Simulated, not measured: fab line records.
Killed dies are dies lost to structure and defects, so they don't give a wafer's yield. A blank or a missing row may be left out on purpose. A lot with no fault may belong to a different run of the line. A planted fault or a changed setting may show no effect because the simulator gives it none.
Chamber matching -- flow n5-finfet -- N5_BEOL_M4_VIA_ETCH_34 on rie-diel-05 has 4 sister chambers
The step etches the open film in C4F6/O2, target depth 69.4 nm, time 65.9 s. 16 wafers are shown with their chamber, then 8 later ones without.

== WAFERS, EACH WITH ITS CHAMBER ==
wafer,chamber,showerhead-plenum-p-Torr (Torr),rf-vpp-V (V),oes-product-au (a.u.)
L075.2,1,2.80,660,0.88
L075.4,2,2.96,661,0.70
L075.6,0,2.71,679,0.68
L080.1,0,2.70,678,0.67
L080.3,2,2.96,659,0.70
L080.6,2,2.96,661,0.70
L081.1,3,2.82,641,0.66
L081.2,1,2.79,659,0.84
L081.5,1,2.79,657,0.86
L082.3,1,2.79,655,0.85
L082.4,3,2.82,640,0.66
L082.6,3,2.82,640,0.66
L083.2,1,2.79,658,0.84
L083.4,1,2.79,659,0.85
L083.6,1,2.79,657,0.84
L087.1,2,2.95,659,0.69

SIGNATURES (means of the wafers above)
reading,chamber 0,chamber 1,chamber 2,chamber 3,scatter within a chamber
showerhead-plenum-p-Torr,2.7050,2.7914,2.9575,2.8200,0.00419
rf-vpp-V,678.50,657.86,660.00,640.33,1.35
oes-product-au,0.6750,0.8514,0.6975,0.6600,0.0108
Rule: a wafer lies at a distance from a chamber equal to the root of the sum of squares, over the readings, of (its reading less the chamber's mean, divided by the reading's scatter). The wafer belongs to the nearest chamber; if the next one is less than 2 further off, it can't be placed. The scatter: the root of (the sum of the squares of (reading less its chamber's mean) over the shown wafers, divided by (wafers less chambers)).

== WAFERS WITHOUT THEIR CHAMBER ==
wafer,showerhead-plenum-p-Torr (Torr),rf-vpp-V (V),oes-product-au (a.u.)
L087.4,2.79,657,0.82
L087.5,3.04,688,0.95
L090.3,3.03,688,0.91
L090.4,2.78,658,0.82
L090.6,2.94,661,0.68
L094.2,3.03,688,0.89
L094.4,3.03,688,0.89
L094.5,2.81,639,0.92

== THE CHAMBER EACH PASSED THROUGH ==
wafer,from the rows above,in truth
L087.4,1,1
L087.5,2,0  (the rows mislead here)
L090.3,2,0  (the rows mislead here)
L090.4,1,1
L090.6,2,2
L094.2,2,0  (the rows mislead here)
L094.4,2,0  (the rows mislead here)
L094.5,1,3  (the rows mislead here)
Correct placement for 3 of the 8. Number that these rows cannot place: 0. 5 placed wrongly.
